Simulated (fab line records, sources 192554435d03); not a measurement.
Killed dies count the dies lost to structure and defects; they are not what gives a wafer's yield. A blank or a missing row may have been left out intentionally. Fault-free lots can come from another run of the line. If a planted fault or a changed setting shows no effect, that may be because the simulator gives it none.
Which tool did it? / flow n5-finfet / 8 lots, 24 wafers sampled, at 5 steps of a route of 1938

## WHAT THE GAUGES READ, wafer by wafer
N5_BEOL_M4_RC_MEAS_101.
lot=L460; measured=day 9 16:41; on=prober-01; DIBL_N (mV/V)=36.4 36.4 35.4; DIBL_P (mV/V)=34.8 35.9 34.2; IOFF_N (nA/um)=0.153 0.160 0.147; IOFF_P (nA/um)=0.20 0.23 0.20; ION_N (uA/um)=671 677 670; ION_P (uA/um)=464 474 465; SS_N (mV/dec)=71.4 71.3 70.6; SS_P (mV/dec)=73.4 73.2 72.6; VT_N (mV)=250.6 248.7 249.6; VT_P (mV)=-250 -247 -246
lot=L463; measured=day 10 14:10; on=prober-02; DIBL_N (mV/V)=35.7 34.4 33.6; DIBL_P (mV/V)=35.9 34.8 33.0; IOFF_N (nA/um)=0.157 0.137 0.122; IOFF_P (nA/um)=0.21 0.20 0.17; ION_N (uA/um)=667 666 648; ION_P (uA/um)=456 463 452; SS_N (mV/dec)=71.3 70.3 71.2; SS_P (mV/dec)=73.0 73.0 71.8; VT_N (mV)=250.1 248.8 253.3; VT_P (mV)=-247 -248 -251
lot=L466; measured=day 11 10:28; on=prober-01; DIBL_N (mV/V)=37.2 33.9 36.1; DIBL_P (mV/V)=37.7 32.7 35.5; IOFF_N (nA/um)=0.182 0.125 0.163; IOFF_P (nA/um)=0.26 0.18 0.21; ION_N (uA/um)=679 672 674; ION_P (uA/um)=476 458 461; SS_N (mV/dec)=71.4 71.0 71.4; SS_P (mV/dec)=73.8 72.8 73.1; VT_N (mV)=245.9 253.8 249.0; VT_P (mV)=-247 -249 -250
lot=L469; measured=day 12 01:50; on=prober-01; DIBL_N (mV/V)=36.9 35.4 35.4; DIBL_P (mV/V)=35.9 34.5 34.0; IOFF_N (nA/um)=0.178 0.158 0.147; IOFF_P (nA/um)=0.21 0.20 0.18; ION_N (uA/um)=678 664 662; ION_P (uA/um)=461 453 445; SS_N (mV/dec)=72.2 72.0 71.9; SS_P (mV/dec)=73.9 72.6 73.1; VT_N (mV)=247.4 249.4 252.3; VT_P (mV)=-249 -252 -254
lot=L472; measured=day 13 00:23; on=prober-01; DIBL_N (mV/V)=35.5 37.5 35.4; DIBL_P (mV/V)=35.9 38.4 35.7; IOFF_N (nA/um)=0.162 0.193 0.156; IOFF_P (nA/um)=0.25 0.28 0.24; ION_N (uA/um)=663 680 667; ION_P (uA/um)=465 472 462; SS_N (mV/dec)=72.1 72.4 71.2; SS_P (mV/dec)=72.7 74.2 72.8; VT_N (mV)=249.5 248.3 249.9; VT_P (mV)=-243 -244 -248
lot=L474; measured=day 13 03:45; on=prober-02; DIBL_N (mV/V)=40.2 35.4 37.4; DIBL_P (mV/V)=39.1 34.9 37.0; IOFF_N (nA/um)=0.228 0.132 0.165; IOFF_P (nA/um)=0.27 0.19 0.22; ION_N (uA/um)=677 672 682; ION_P (uA/um)=468 462 465; SS_N (mV/dec)=72.5 70.7 71.2; SS_P (mV/dec)=74.4 72.5 73.3; VT_N (mV)=246.0 252.0 247.7; VT_P (mV)=-248 -254 -249
lot=L473; measured=day 13 21:21; on=prober-02; DIBL_N (mV/V)=36.1 37.1 37.0; DIBL_P (mV/V)=34.4 36.0 36.6; IOFF_N (nA/um)=0.142 0.142 0.158; IOFF_P (nA/um)=0.15 0.17 0.18; ION_N (uA/um)=664 643 674; ION_P (uA/um)=450 441 450; SS_N (mV/dec)=70.9 71.9 71.8; SS_P (mV/dec)=72.8 73.1 73.2; VT_N (mV)=249.5 253.3 248.2; VT_P (mV)=-258 -254 -255
lot=L476; measured=day 14 04:16; on=prober-02; DIBL_N (mV/V)=36.1 35.0 38.2; DIBL_P (mV/V)=36.2 35.4 39.4; IOFF_N (nA/um)=0.149 0.136 0.190; IOFF_P (nA/um)=0.18 0.17 0.24; ION_N (uA/um)=665 678 675; ION_P (uA/um)=456 459 462; SS_N (mV/dec)=71.0 70.9 71.5; SS_P (mV/dec)=72.9 73.7 74.2; VT_N (mV)=252.6 253.1 249.5; VT_P (mV)=-253 -255 -248

## TOOL THAT RAN EACH LOT (tool first, then ch and the chambers of the sampled wafers, then the start)
lot=L460; N5_BEOL_M3_DESCUM_16=rie-diel-03 ch 0,2,3, day 8 20:52; N5_BEOL_M3_STRIP_19=rie-diel-02 ch 1,2,3, day 8 21:13; N5_BEOL_M3_ETCH_69=rie-diel-03 ch 1,3, day 8 21:47; N5_BEOL_M3_ETCH_70=rie-diel-04 ch 0,1, day 8 23:11
lot=L463; N5_BEOL_M3_DESCUM_16=rie-diel-02 ch 0,1, day 9 14:46; N5_BEOL_M3_STRIP_19=rie-diel-02 ch 2,3, day 9 15:07; N5_BEOL_M3_ETCH_69=rie-diel-02 ch 0,2,3, day 9 15:49; N5_BEOL_M3_ETCH_70=rie-diel-03 ch 0,1,2, day 9 20:14
lot=L466; N5_BEOL_M3_DESCUM_16=rie-diel-02 ch 0,1,3, day 10 13:38; N5_BEOL_M3_STRIP_19=rie-diel-02 ch 1,3, day 10 13:59; N5_BEOL_M3_ETCH_69=rie-diel-02 ch 1,3, day 10 14:41; N5_BEOL_M3_ETCH_70=rie-diel-04 ch 0,3, day 10 17:26
lot=L469; N5_BEOL_M3_DESCUM_16=rie-diel-02 ch 1,2, day 11 07:56; N5_BEOL_M3_STRIP_19=rie-diel-04 ch 0,1,3, day 11 08:18; N5_BEOL_M3_ETCH_69=rie-diel-04 ch 0,1,3, day 11 08:58; N5_BEOL_M3_ETCH_70=rie-diel-04 ch 0,2, day 11 10:08
lot=L472; N5_BEOL_M3_DESCUM_16=rie-diel-02 ch 0,1,3, day 11 22:08; N5_BEOL_M3_STRIP_19=rie-diel-02 ch 0,1,3, day 11 22:30; N5_BEOL_M3_ETCH_69=rie-diel-04 ch 0,1,3, day 11 23:11; N5_BEOL_M3_ETCH_70=rie-diel-03 ch 0,1,2, day 12 11:04
lot=L474; N5_BEOL_M3_DESCUM_16=rie-diel-03 ch 0,2,3, day 12 12:07; N5_BEOL_M3_STRIP_19=rie-diel-03 ch 0,1,3, day 12 12:36; N5_BEOL_M3_ETCH_69=rie-diel-04 ch 0,3, day 12 13:17; N5_BEOL_M3_ETCH_70=rie-diel-03 ch 0,1,2, day 12 15:41
lot=L473; N5_BEOL_M3_DESCUM_16=rie-diel-02 ch 1,3, day 12 19:53; N5_BEOL_M3_STRIP_19=rie-diel-03 ch 0,3, day 12 20:17; N5_BEOL_M3_ETCH_69=rie-diel-03 ch 0,2, day 12 20:50; N5_BEOL_M3_ETCH_70=rie-diel-02 ch 0,3, day 13 00:25
lot=L476; N5_BEOL_M3_DESCUM_16=rie-diel-02 ch 0,2, day 12 21:38; N5_BEOL_M3_STRIP_19=rie-diel-02 ch 0,3, day 12 22:00; N5_BEOL_M3_ETCH_69=rie-diel-04 ch 0,1,2, day 12 22:37; N5_BEOL_M3_ETCH_70=rie-diel-04 ch 1,3, day 13 05:38
- N5_BEOL_M3_DESCUM_16: chemistry O2, time 7 s.
- N5_BEOL_M3_STRIP_19: strips in O2.
- N5_BEOL_M3_ETCH_69: etches SiARC in CF4, target depth 15.6 nm, time 26 s.
- N5_BEOL_M3_ETCH_70: etches SOC in N2/H2, target depth 80 nm, overetch 16 nm, time 120 s.

## AS READ BY THE TOOLS THEMSELVES (means over the sampled wafers that have a number; for cases with no such wafer, the mark the record gives instead)
N5_BEOL_M3_DESCUM_16.
lot=L460; tool=rie-diel-03; drypump-motor-current-A (A)=5.5; oes-product-au (a.u.)=0.81; rf-vpp-V (V)=244.2; showerhead-plenum-p-Torr (Torr)=2.15; throttle-valve-pct (%)=20.4
lot=L463; tool=rie-diel-02; drypump-motor-current-A (A)=5.3; oes-product-au (a.u.)=0.79; rf-vpp-V (V)=243.3; showerhead-plenum-p-Torr (Torr)=2.09; throttle-valve-pct (%)=20.2
lot=L466; tool=rie-diel-02; drypump-motor-current-A (A)=5.7; oes-product-au (a.u.)=0.81; rf-vpp-V (V)=244.1; showerhead-plenum-p-Torr (Torr)=2.12; throttle-valve-pct (%)=20.3
lot=L469; tool=rie-diel-02; drypump-motor-current-A (A)=6.2; oes-product-au (a.u.)=0.86; rf-vpp-V (V)=242.7; showerhead-plenum-p-Torr (Torr)=2.10; throttle-valve-pct (%)=19.8
lot=L472; tool=rie-diel-02; drypump-motor-current-A (A)=5.7; oes-product-au (a.u.)=0.79; rf-vpp-V (V)=242.8; showerhead-plenum-p-Torr (Torr)=2.12; throttle-valve-pct (%)=20.3
lot=L474; tool=rie-diel-03; drypump-motor-current-A (A)=5.5; oes-product-au (a.u.)=0.79; rf-vpp-V (V)=243.8; showerhead-plenum-p-Torr (Torr)=2.14; throttle-valve-pct (%)=20.5
lot=L473; tool=rie-diel-02; drypump-motor-current-A (A)=5.8; oes-product-au (a.u.)=0.83; rf-vpp-V (V)=243.9; showerhead-plenum-p-Torr (Torr)=2.13; throttle-valve-pct (%)=20.1
lot=L476; tool=rie-diel-02; drypump-motor-current-A (A)=6.1; oes-product-au (a.u.)=0.80; rf-vpp-V (V)=242.7; showerhead-plenum-p-Torr (Torr)=2.09; throttle-valve-pct (%)=20.1

N5_BEOL_M3_STRIP_19.
lot=L460; tool=rie-diel-02; drypump-motor-current-A (A)=6.2; oes-product-au (a.u.)=0.88; rf-vpp-V (V)=3.2; showerhead-plenum-p-Torr (Torr)=2.15; throttle-valve-pct (%)=16.2
lot=L463; tool=rie-diel-02; drypump-motor-current-A (A)=6.6; oes-product-au (a.u.)=0.90; rf-vpp-V (V)=3.5; showerhead-plenum-p-Torr (Torr)=2.15; throttle-valve-pct (%)=16.2
lot=L466; tool=rie-diel-02; drypump-motor-current-A (A)=5.8; oes-product-au (a.u.)=0.85; rf-vpp-V (V)=3.5; showerhead-plenum-p-Torr (Torr)=2.14; throttle-valve-pct (%)=16.3
lot=L469; tool=rie-diel-04; drypump-motor-current-A (A)=5.9; oes-product-au (a.u.)=0.79; rf-vpp-V (V)=3.1; showerhead-plenum-p-Torr (Torr)=2.13; throttle-valve-pct (%)=16.5
lot=L472; tool=rie-diel-02; drypump-motor-current-A (A)=5.7; oes-product-au (a.u.)=0.79; rf-vpp-V (V)=4.0; showerhead-plenum-p-Torr (Torr)=2.12; throttle-valve-pct (%)=16.6
lot=L474; tool=rie-diel-03; drypump-motor-current-A (A)=5.8; oes-product-au (a.u.)=0.76; rf-vpp-V (V)=3.5; showerhead-plenum-p-Torr (Torr)=2.10; throttle-valve-pct (%)=16.7
lot=L473; tool=rie-diel-03; drypump-motor-current-A (A)=5.8; oes-product-au (a.u.)=0.77; rf-vpp-V (V)=3.3; showerhead-plenum-p-Torr (Torr)=2.13; throttle-valve-pct (%)=16.6
lot=L476; tool=rie-diel-02; drypump-motor-current-A (A)=6.1; oes-product-au (a.u.)=0.81; rf-vpp-V (V)=3.8; showerhead-plenum-p-Torr (Torr)=2.16; throttle-valve-pct (%)=16.8

N5_BEOL_M3_ETCH_69.
lot=L460; tool=rie-diel-03; bias-w (W)=36.13; drypump-motor-current-A (A)=5.9; etch-rf-on-time-s (s)=26.1; oes-product-au (a.u.)=0.67; rf-vpp-V (V)=183.9; showerhead-plenum-p-Torr (Torr)=2.12; throttle-valve-pct (%)=15.6
lot=L463; tool=rie-diel-02; bias-w (W)=36.06; drypump-motor-current-A (A)=6.1; etch-rf-on-time-s (s)=22.5; oes-product-au (a.u.)=0.80; rf-vpp-V (V)=184.3; showerhead-plenum-p-Torr (Torr)=2.19; throttle-valve-pct (%)=15.5
lot=L466; tool=rie-diel-02; bias-w (W)=36.03; drypump-motor-current-A (A)=6.2; etch-rf-on-time-s (s)=18.7; oes-product-au (a.u.)=0.94; rf-vpp-V (V)=185.0; showerhead-plenum-p-Torr (Torr)=2.23; throttle-valve-pct (%)=15.4
lot=L469; tool=rie-diel-04; bias-w (W)=35.97; drypump-motor-current-A (A)=5.9; etch-rf-on-time-s (s)=25.9; oes-product-au (a.u.)=0.68; rf-vpp-V (V)=184.2; showerhead-plenum-p-Torr (Torr)=2.17; throttle-valve-pct (%)=15.5
lot=L472; tool=rie-diel-04; bias-w (W)=36.10; drypump-motor-current-A (A)=5.9; etch-rf-on-time-s (s)=25.8; oes-product-au (a.u.)=0.68; rf-vpp-V (V)=183.9; showerhead-plenum-p-Torr (Torr)=2.17; throttle-valve-pct (%)=15.5
lot=L474; tool=rie-diel-04; bias-w (W)=35.94; drypump-motor-current-A (A)=5.6; etch-rf-on-time-s (s)=25.9; oes-product-au (a.u.)=0.67; rf-vpp-V (V)=184.1; showerhead-plenum-p-Torr (Torr)=2.14; throttle-valve-pct (%)=15.7
lot=L473; tool=rie-diel-03; bias-w (W)=36.00; drypump-motor-current-A (A)=5.6; etch-rf-on-time-s (s)=26.6; oes-product-au (a.u.)=0.64; rf-vpp-V (V)=184.6; showerhead-plenum-p-Torr (Torr)=2.13; throttle-valve-pct (%)=15.7
lot=L476; tool=rie-diel-04; bias-w (W)=36.08; drypump-motor-current-A (A)=5.9; etch-rf-on-time-s (s)=26.4; oes-product-au (a.u.)=0.60; rf-vpp-V (V)=184.8; showerhead-plenum-p-Torr (Torr)=2.18; throttle-valve-pct (%)=15.8

N5_BEOL_M3_ETCH_70.
lot=L460; tool=rie-diel-04; bias-w (W)=150.4; drypump-motor-current-A (A)=5.8; oes-product-au (a.u.)=0.56; rf-vpp-V (V)=524.1; showerhead-plenum-p-Torr (Torr)=2.55; throttle-valve-pct (%)=17.86
lot=L463; tool=rie-diel-03; bias-w (W)=149.8; drypump-motor-current-A (A)=5.6; oes-product-au (a.u.)=0.59; rf-vpp-V (V)=522.0; showerhead-plenum-p-Torr (Torr)=2.50; throttle-valve-pct (%)=17.87
lot=L466; tool=rie-diel-04; bias-w (W)=150.3; drypump-motor-current-A (A)=5.6; oes-product-au (a.u.)=0.61; rf-vpp-V (V)=523.7; showerhead-plenum-p-Torr (Torr)=2.54; throttle-valve-pct (%)=17.79
lot=L469; tool=rie-diel-04; bias-w (W)=149.7; drypump-motor-current-A (A)=5.7; oes-product-au (a.u.)=0.55; rf-vpp-V (V)=525.5; showerhead-plenum-p-Torr (Torr)=2.58; throttle-valve-pct (%)=18.06
lot=L472; tool=rie-diel-03; bias-w (W)=149.9; drypump-motor-current-A (A)=5.6; oes-product-au (a.u.)=0.58; rf-vpp-V (V)=522.4; showerhead-plenum-p-Torr (Torr)=2.49; throttle-valve-pct (%)=17.91
lot=L474; tool=rie-diel-03; bias-w (W)=149.9; drypump-motor-current-A (A)=5.6; oes-product-au (a.u.)=0.58; rf-vpp-V (V)=523.1; showerhead-plenum-p-Torr (Torr)=2.49; throttle-valve-pct (%)=17.91
lot=L473; tool=rie-diel-02; bias-w (W)=150.0; drypump-motor-current-A (A)=5.6; oes-product-au (a.u.)=0.57; rf-vpp-V (V)=524.1; showerhead-plenum-p-Torr (Torr)=2.57; throttle-valve-pct (%)=18.06
lot=L476; tool=rie-diel-04; bias-w (W)=149.9; drypump-motor-current-A (A)=6.1; oes-product-au (a.u.)=0.60; rf-vpp-V (V)=526.0; showerhead-plenum-p-Torr (Torr)=2.62; throttle-valve-pct (%)=17.50

## THE ANSWER, worked out from the rows above alone
Rule: what is usual is taken from the lots themselves. The widest of any qualifying gaps counts: lots, ordered by their means at a reading, are off when they make up no more than a third of the lots, leave a main group of 4 or more, and stand apart from it by 3 or more times the standard deviation of that group's means. A main group is skipped when, at the precision printed for the reading in the tables above, its means are all equal. A lot without any number at a reading at which 4 lots or more have one is off too. The other lots that the step has rows for count as sound. After the gauges, taken in route order, come the tools' own readings; for these a lot's mean is taken, as printed above. At the first step where some lot is off, the reading lying furthest off is the one used; lots without a number count as furthest.
Off at N5_BEOL_M3_ETCH_69 (etch-rf-on-time-s): L463, L466. The main group has a mean of 26.1 s with a standard deviation of 0.29.
If a tool, at that step or one of the process steps before it, ran each lot that is off and ran no sound lot following the first of them, it fits. One fits: rie-diel-02 at N5_BEOL_M3_ETCH_69. It ran no sound lot before its first lot that is off in this sample, so the start can't be narrowed down.
The tool's own readings at N5_BEOL_M3_ETCH_69 bear it out: on the lots that are off they differ by more than 5 times the standard deviation of the sound lots' means. etch-rf-on-time-s reads 20.6 s there against 26.1 s on the sound lots; oes-product-au reads 0.87 a.u. there against 0.66 a.u. on the sound lots.

## WHAT WAS PUT IN BY THE SIMULATOR
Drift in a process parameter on rie-diel-02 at N5_BEOL_M3_ETCH_69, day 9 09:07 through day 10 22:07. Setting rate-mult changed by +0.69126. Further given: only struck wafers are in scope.
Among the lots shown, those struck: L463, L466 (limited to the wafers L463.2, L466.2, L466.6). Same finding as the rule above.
